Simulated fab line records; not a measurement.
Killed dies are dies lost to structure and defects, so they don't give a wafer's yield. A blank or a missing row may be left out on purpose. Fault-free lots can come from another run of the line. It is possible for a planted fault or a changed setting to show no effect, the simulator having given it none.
A struck lot beside a sound one / flow n5 finfet / 15 out of 1938 route steps
Sound: these wafers, L610.1, L610.4, L610.5. Struck: wafer L629.5. (L629.4 of the same lot was not struck and is left out.) The cause comes at the end.
Each step with rows lists, per side, the tool, then ch with its chambers, then its first start. Under that, the readings that differ: sound wafers / struck wafers / difference of the means / sigmas: that difference in standard deviations of wafers without a fault.
alike: readings whose means differ by less than 2 such deviations, and words and numbers that are the same on both sides. not compared: withheld readings, readings that some wafer has no value for, bounds like >300 that may hide the same value, and numbers for which the record gives no deviation and whose values overlap.
The two part at a step that has a row with sigmas, a row that says differs or no value, or rows on one side only. When numbers do not overlap yet have no deviation, they are printed without sigmas and do not part them. Lack of a reading on every wafer of one side parts them only where that side has two or more wafers.

first, 4 steps without rows for these wafers: N5_BEOL_M1_SOFTBAKE_23 (time 60 s); N5_BEOL_M1_EXPOSE_25 (exposes mask V0, defocus 5 nm, target cd 24 nm); N5_BEOL_M1_PEB_26 (peb time 60 s); N5_BEOL_M1_DEVELOP_27 (develop time 30 s).
N5_BEOL_M1_CD_MEAS_28: target cd y 23.3 nm.
  sound on cd sem-03 ch 0, day 6 10:43; struck on cd sem-01 ch 0, day 11 10:40
  alike: cd nm
N5_BEOL_M1_OVL_MEAS_29:
  sound on overlay-02 ch 0, day 6 10:45; struck on overlay-02 ch 0, day 11 10:43
  alike: V0_OVL
N5_BEOL_M1_INSPECT_30: inspects for defects (brightfield).
  struck on defect inspect-01, day 11 10:46; sound on defect inspect-01, day 6 10:49
  alike: raw defect count
N5_BEOL_M1_DESCUM_33: chemistry O2, time 7 s.
  sound on rie diel-01 ch 0,3, day 6 10:57; struck on rie diel-05 ch 1, day 11 10:47
  alike: drypump motor current A, oes product au, rf vpp V, showerhead plenum p Torr, throttle valve pct
  not compared: rf hours counter h
N5_BEOL_M1_ETCH_77: etches underlayer in N2/H2, target depth 6.5 nm, time 5.2 s.
  sound on rie diel-01 ch 0,3, day 6 10:59; struck on rie diel-05 ch 1, day 11 10:50
  alike: drypump motor current A, etch rf on time s, oes product au, rf vpp V, showerhead plenum p Torr, throttle valve pct
  not compared: rf hours counter h
N5_BEOL_M1_ETCH_69: etches SiARC in CF4, target depth 15.6 nm, time 26 s.
  sound on rie diel-01 ch 0,3, day 6 11:00; struck on rie diel-05 ch 1, day 11 10:50
  alike: cf4 flow sccm, drypump motor current A, etch rf on time s, oes product au, rf vpp V, showerhead plenum p Torr, throttle valve pct
  not compared: rf hours counter h
N5_BEOL_M1_ALD_98: deposits SiO2, target thk 2.5 nm, pulse time 1 s, co reactant pulse time 1 s.
  sound on ald sin-04 ch 0,2, day 6 11:10; struck on ald sin-01 ch 2, day 11 10:56
  alike: chamber pressure Torr, heater power w, precursor pulse height rel
N5_BEOL_M1_ETCHBACK_99: etches SiO2 in CHF3, target depth 5 nm, time 10.4 s.
  sound on rie diel-01 ch 1,3, day 6 15:40; struck on rie diel-01 ch 3, day 11 14:12
  alike: drypump motor current A, oes product au, rf vpp V, showerhead plenum p Torr, throttle valve pct
  not compared: rf hours counter h
N5_BEOL_M1_ETCH_70: etches SOC in N2/H2, target depth 80 nm, overetch 16 nm, time 120 s.
  sound on rie diel-01 ch 1,3, day 6 15:41; struck on rie diel-01 ch 3, day 11 14:14
reading=model.SiARC_of_BEOL_M1_COAT_68.thk nm (nm); sound=6.8 6.6 6.6; struck=7.6; difference=+0.9; sigmas=
  alike: drypump motor current A, oes product au, rf vpp V, showerhead plenum p Torr, throttle valve pct
  not compared: rf hours counter h
then, 1 step without rows for these wafers: N5_BEOL_M1_STRIP_71 (strips in N2/H2).
N5_BEOL_M4_RC_MEAS_101:
  sound on prober-01 ch 0, day 8 10:48; struck on prober-01 ch 0, day 13 03:12
reading=ION_N (uA/um); sound=678 654 699; struck=648; difference=-29; sigmas=-2
  alike: DIBL_N, DIBL_P, IOFF_N, IOFF_P, ION_P, SS_N, SS_P, VT_N, VT_P

## WHERE THEY PART
Within this record, at N5_BEOL_M4_RC_MEAS_101 only.

WHY: what the simulator had put in
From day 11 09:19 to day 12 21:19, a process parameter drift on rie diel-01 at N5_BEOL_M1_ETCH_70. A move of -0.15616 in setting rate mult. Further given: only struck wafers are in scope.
